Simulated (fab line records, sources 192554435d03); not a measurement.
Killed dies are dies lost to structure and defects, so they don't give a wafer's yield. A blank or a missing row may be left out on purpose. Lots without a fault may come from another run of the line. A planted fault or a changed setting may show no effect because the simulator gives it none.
Which tool did it? | flow n5_finfet | 9 lots, 27 wafers sampled, at 5 steps of a route of 1938

WHAT THE GAUGES READ, wafer by wafer
N5_BEOL_M4_RC_MEAS_101. Usual: DIBL_N 36.5 mV/V, standard deviation 1.4; DIBL_P 36.6 mV/V, standard deviation 1.9; IOFF_N 0.167 nA/um, standard deviation 0.029; IOFF_P 0.21 nA/um, standard deviation 0.033; ION_N 674 uA/um, standard deviation 12; ION_P 460 uA/um, standard deviation 8.9; SS_N 71.6 mV/dec, standard deviation 0.57; SS_P 73.4 mV/dec, standard deviation 0.61; VT_N 249 mV, standard deviation 3.3; VT_P -250 mV, standard deviation 3.3.
lot  | measured     | on        | DIBL_N (mV/V)  | DIBL_P (mV/V)  | IOFF_N (nA/um)    | IOFF_P (nA/um) | ION_N (uA/um) | ION_P (uA/um) | SS_N (mV/dec)  | SS_P (mV/dec)  | VT_N (mV)   | VT_P (mV)      | flag
L909 | day 7 20:03  | prober-01 | 34.9 34.5 37.4 | 35.9 35.7 37.8 | 0.152 0.133 0.186 | 0.17 0.18 0.20 | 682 660 670   | 454 449 453   | 71.5 71.4 72.5 | 73.3 73.7 73.2 | 250 251 244 | -254 -253 -253 |
L911 | day 8 13:14  | prober-02 | 36.0 34.5 36.4 | 37.2 34.3 36.9 | 0.162 0.130 0.145 | 0.23 0.19 0.22 | 693 667 659   | 478 460 457   | 71.3 71.4 72.1 | 72.9 72.8 73.6 | 252 253 252 | -252 -250 -250 |
L912 | day 9 03:16  | prober-02 | 36.6 35.1 37.3 | 35.3 33.9 36.3 | 0.158 0.135 0.173 | 0.23 0.21 0.25 | 678 662 677   | 467 462 470   | 71.5 70.4 71.1 | 73.4 73.0 73.6 | 250 252 250 | -248 -248 -244 |
L918 | day 10 10:15 | prober-02 | 37.5 35.7 35.2 | 40.1 38.1 36.2 | 0.170 0.151 0.130 | 0.22 0.20 0.16 | 682 666 657   | 463 461 447   | 71.9 72.4 71.7 | 73.5 73.6 73.6 | 251 250 251 | -251 -252 -257 |
L925 | day 12 05:22 | prober-02 | 35.6 36.2 37.4 | 35.7 36.2 37.4 | 0.135 0.152 0.164 | 0.16 0.17 0.20 | 662 664 674   | 445 446 454   | 71.4 70.7 72.3 | 72.4 73.0 72.9 | 255 249 251 | -255 -255 -255 |
L928 | day 13 01:34 | prober-02 | 36.3 35.6 35.4 | 36.5 36.2 35.1 | 0.160 0.138 0.140 | 0.20 0.20 0.19 | 671 660 673   | 456 451 459   | 72.0 71.5 70.9 | 74.1 73.5 74.4 | 248 254 252 | -253 -255 -253 |
L929 | day 13 07:11 | prober-02 | 34.0 36.4 36.2 | 34.6 37.1 37.3 | 0.139 0.179 0.174 | 0.20 0.24 0.25 | 679 669 674   | 465 466 467   | 71.0 72.0 71.8 | 72.8 73.6 73.0 | 250 247 248 | -249 -243 -245 |
L930 | day 13 16:08 | prober-01 | 36.3 38.2 37.6 | 35.9 37.1 37.4 | 0.147 0.161 0.169 | 0.21 0.23 0.24 | 659 665 668   | 459 457 464   | 71.3 71.4 72.0 | 72.9 73.6 73.7 | 253 250 246 | -249 -250 -249 |
L931 | day 13 20:43 | prober-01 | 35.2 35.4 36.6 | 34.8 35.0 36.5 | 0.133 0.141 0.165 | 0.19 0.20 0.21 | 649 670 663   | 452 462 447   | 72.1 71.4 72.4 | 72.1 72.8 71.9 | 252 250 249 | -252 -251 -251 |

WHICH TOOL RAN EACH LOT (tool, then ch and the chambers of the sampled wafers, then the start)
lot  | N5_BEOL_M4_DESCUM_33               | N5_BEOL_M4_STRIP_36                | N5_BEOL_M4_TRENCH_ETCH_37          | N5_BEOL_M4_STRIP_97
L909 | rie_diel-06 ch 0,2, day 7 10:10    | rie_diel-05 ch 0,2,3, day 7 14:53  | rie_diel-05 ch 0,2,3, day 7 14:55  | rie_diel-05 ch 0,2,3, day 7 20:03 or earlier
L911 | rie_diel-05 ch 0,1,3, day 7 22:44  | rie_diel-05 ch 0,1,3, day 8 09:13  | rie_diel-05 ch 0,1,3, day 8 09:16  | rie_diel-05 ch 0,1,3, day 8 13:14 or earlier
L912 | rie_diel-06 ch 0,3, day 8 21:24    | rie_diel-05 ch 0,3, day 8 22:28    | rie_diel-05 ch 0,3, day 8 22:30    | rie_diel-05 ch 0,3, day 9 03:16 or earlier
L918 | rie_diel-02 ch 0,1,2, day 10 05:32 | rie_diel-05 ch 1,2,3, day 10 06:25 | rie_diel-05 ch 1,2,3, day 10 06:27 | rie_diel-05 ch 1,2,3, day 10 10:15 or earlier
L925 | rie_diel-06 ch 2,3, day 11 21:12   | rie_diel-06 ch 0,3, day 11 23:55   | rie_diel-06 ch 0,3, day 11 23:57   | rie_diel-06 ch 0,3, day 12 05:22 or earlier
L928 | rie_diel-02 ch 2,3, day 12 15:00   | rie_diel-02 ch 0,3, day 12 21:18   | rie_diel-02 ch 0,3, day 12 21:20   | rie_diel-02 ch 0,3, day 13 01:34 or earlier
L929 | rie_diel-02 ch 0,2,3, day 12 22:17 | rie_diel-06 ch 0,1, day 13 03:05   | rie_diel-06 ch 0,1, day 13 03:08   | rie_diel-06 ch 0,1, day 13 07:11 or earlier
L930 | rie_diel-02 ch 0,3, day 13 08:05   | rie_diel-02 ch 1,2,3, day 13 11:29 | rie_diel-02 ch 1,2,3, day 13 11:32 | rie_diel-02 ch 1,2,3, day 13 16:08 or earlier
L931 | rie_diel-06 ch 0,2, day 13 13:01   | rie_diel-06 ch 0,1,2, day 13 14:31 | rie_diel-06 ch 0,1,2, day 13 14:34 | rie_diel-06 ch 0,1,2, day 13 20:43 or earlier
- N5_BEOL_M4_DESCUM_33: chemistry O2, time 7 s.
- N5_BEOL_M4_STRIP_36: strips in N2/H2.
- N5_BEOL_M4_TRENCH_ETCH_37: etches SiOC in C4F6/O2, target depth 55.555 nm, time 29.2 s.
- N5_BEOL_M4_STRIP_97: strips in N2/H2, time 10 s.

WHAT THE TOOLS THEMSELVES READ (means of the sampled wafers that have a number; where no wafer has one, the mark that the record gives instead)
N5_BEOL_M4_DESCUM_33. Usual: drypump_motor_current_A 5.6 A, standard deviation 0.53; oes_product_au 0.80 a.u., standard deviation 0.08; rf_vpp_V 243.3 V, standard deviation 1.5; showerhead_plenum_p_Torr 2.11 Torr, standard deviation 0.08; throttle_valve_pct 20.3 %, standard deviation 0.35.
lot  | tool        | drypump_motor_current_A (A) | oes_product_au (a.u.) | rf_vpp_V (V) | showerhead_plenum_p_Torr (Torr) | throttle_valve_pct (%) | flag
L909 | rie_diel-06 | 6.0                         | 0.77                  | 243.1        | 2.07                            | 20.8                   |
L911 | rie_diel-05 | 5.2                         | 0.81                  | 242.1        | 2.05                            | 20.1                   |
L912 | rie_diel-06 | 6.1                         | 0.76                  | 244.4        | 2.19                            | 20.6                   |
L918 | rie_diel-02 | 5.7                         | 0.79                  | 243.5        | 2.14                            | 20.2                   |
L925 | rie_diel-06 | 6.5                         | 0.69                  | 244.6        | 2.12                            | 21.0                   |
L928 | rie_diel-02 | 5.7                         | 0.80                  | 242.9        | 2.13                            | 20.2                   |
L929 | rie_diel-02 | 5.6                         | 0.79                  | 243.5        | 2.11                            | 20.2                   |
L930 | rie_diel-02 | 5.8                         | 0.77                  | 242.9        | 2.06                            | 20.2                   |
L931 | rie_diel-06 | 6.0                         | 0.96                  | 244.8        | 2.24                            | 20.6                   |

N5_BEOL_M4_STRIP_36. Usual: drypump_motor_current_A 5.5 A, standard deviation 0.51; oes_product_au 0.80 a.u., standard deviation 0.082; rf_vpp_V 59.2 V, standard deviation 1.5; showerhead_plenum_p_Torr 2.54 Torr, standard deviation 0.086; throttle_valve_pct 23.4 %, standard deviation 0.32.
lot  | tool        | drypump_motor_current_A (A) | oes_product_au (a.u.) | rf_vpp_V (V) | showerhead_plenum_p_Torr (Torr) | throttle_valve_pct (%) | flag
L909 | rie_diel-05 | 5.4                         | 0.77                  | 58.5         | 2.51                            | 23.6                   |
L911 | rie_diel-05 | 5.2                         | 0.81                  | 58.6         | 2.49                            | 23.3                   |
L912 | rie_diel-05 | 5.3                         | 0.76                  | 59.6         | 2.48                            | 23.6                   |
L918 | rie_diel-05 | 5.3                         | 0.87                  | 59.2         | 2.51                            | 23.2                   |
L925 | rie_diel-06 | 6.1                         | 0.75                  | 60.5         | 2.62                            | 23.5                   |
L928 | rie_diel-02 | 5.7                         | 0.78                  | 58.2         | 2.48                            | 23.3                   |
L929 | rie_diel-06 | 5.1                         | 0.88                  | 58.5         | 2.55                            | 23.2                   |
L930 | rie_diel-02 | 5.7                         | 0.84                  | 58.8         | 2.60                            | 23.5                   |
L931 | rie_diel-06 | 5.5                         | 0.91                  | 59.7         | 2.62                            | 23.4                   |

N5_BEOL_M4_TRENCH_ETCH_37. Usual: bias_w 185.0 W, standard deviation 0.53; drypump_motor_current_A 5.5 A, standard deviation 0.51; oes_product_au 0.80 a.u., standard deviation 0.081; rf_vpp_V 665 V, standard deviation 16; showerhead_plenum_p_Torr 2.85 Torr, standard deviation 0.084; throttle_valve_pct 20.7 %, standard deviation 0.32.
lot  | tool        | bias_w (W) | drypump_motor_current_A (A) | oes_product_au (a.u.) | rf_vpp_V (V) | showerhead_plenum_p_Torr (Torr) | throttle_valve_pct (%) | flag
L909 | rie_diel-05 | 184.7      | 5.4                         | 0.75                  | 665          | 2.84                            | 20.8                   |
L911 | rie_diel-05 | 184.9      | 5.2                         | 0.80                  | 655          | 2.79                            | 20.6                   |
L912 | rie_diel-05 | 185.2      | 5.3                         | 0.75                  | 658          | 2.79                            | 20.8                   |
L918 | rie_diel-05 | 187.7      | 5.3                         | 0.86                  | 670          | 2.82                            | 20.5                   | OFF
L925 | rie_diel-06 | 184.8      | 6.1                         | 0.74                  | 676          | 2.93                            | 20.8                   |
L928 | rie_diel-02 | 185.4      | 5.7                         | 0.78                  | 664          | 2.79                            | 20.6                   |
L929 | rie_diel-06 | 184.8      | 5.1                         | 0.88                  | 657          | 2.85                            | 20.5                   |
L930 | rie_diel-02 | 184.6      | 5.7                         | 0.85                  | 681          | 2.90                            | 20.5                   |
L931 | rie_diel-06 | 184.5      | 5.5                         | 0.90                  | 658          | 2.94                            | 20.7                   |

N5_BEOL_M4_STRIP_97. Usual: drypump_motor_current_A 5.5 A, standard deviation 0.51; oes_product_au 0.80 a.u., standard deviation 0.081; rf_vpp_V 59.1 V, standard deviation 0.95; showerhead_plenum_p_Torr 2.54 Torr, standard deviation 0.086; throttle_valve_pct 23.4 %, standard deviation 0.32.
lot  | tool        | drypump_motor_current_A (A) | oes_product_au (a.u.) | rf_vpp_V (V) | showerhead_plenum_p_Torr (Torr) | throttle_valve_pct (%) | flag
L909 | rie_diel-05 | 5.4                         | 0.77                  | 58.5         | 2.51                            | 23.6                   |
L911 | rie_diel-05 | 5.2                         | 0.80                  | 59.1         | 2.49                            | 23.4                   |
L912 | rie_diel-05 | 5.3                         | 0.76                  | 59.7         | 2.48                            | 23.6                   |
L918 | rie_diel-05 | 5.3                         | 0.87                  | 59.1         | 2.51                            | 23.2                   |
L925 | rie_diel-06 | 6.1                         | 0.74                  | 58.4         | 2.62                            | 23.5                   |
L928 | rie_diel-02 | 5.7                         | 0.78                  | 59.5         | 2.48                            | 23.3                   |
L929 | rie_diel-06 | 5.1                         | 0.88                  | 59.3         | 2.55                            | 23.2                   |
L930 | rie_diel-02 | 5.7                         | 0.84                  | 59.6         | 2.60                            | 23.5                   |
L931 | rie_diel-06 | 5.5                         | 0.90                  | 58.6         | 2.62                            | 23.4                   |

THE ANSWER, worked out from the rows above alone
Rule: a lot is off if the mean of its wafers that have a number lies more than 3 standard deviations from the usual mean. A lot without any number at a reading at which 4 lots or more have one is off too. The other lots that the step has rows for count as sound. The gauges are gone through in route order, then the tools' own readings, and for those a lot's mean is taken as printed above. The first step at which some lot is off is used, and at that step the reading that is off furthest; a lot without a number counts as furthest.
Off: L918, at N5_BEOL_M4_TRENCH_ETCH_37 (bias_w).
A tool fits if, at that step or a process step before it, it ran every lot that is off, and no sound lot after the first of them. One fits: rie_diel-05 at N5_BEOL_M4_STRIP_36 and N5_BEOL_M4_TRENCH_ETCH_37. At N5_BEOL_M4_STRIP_36 its last sound lot is L912 (day 8 22:28), its first lot that is off L918 (day 10 06:25): a fault that began between those two fits.

WHAT THE SIMULATOR HAD PUT IN
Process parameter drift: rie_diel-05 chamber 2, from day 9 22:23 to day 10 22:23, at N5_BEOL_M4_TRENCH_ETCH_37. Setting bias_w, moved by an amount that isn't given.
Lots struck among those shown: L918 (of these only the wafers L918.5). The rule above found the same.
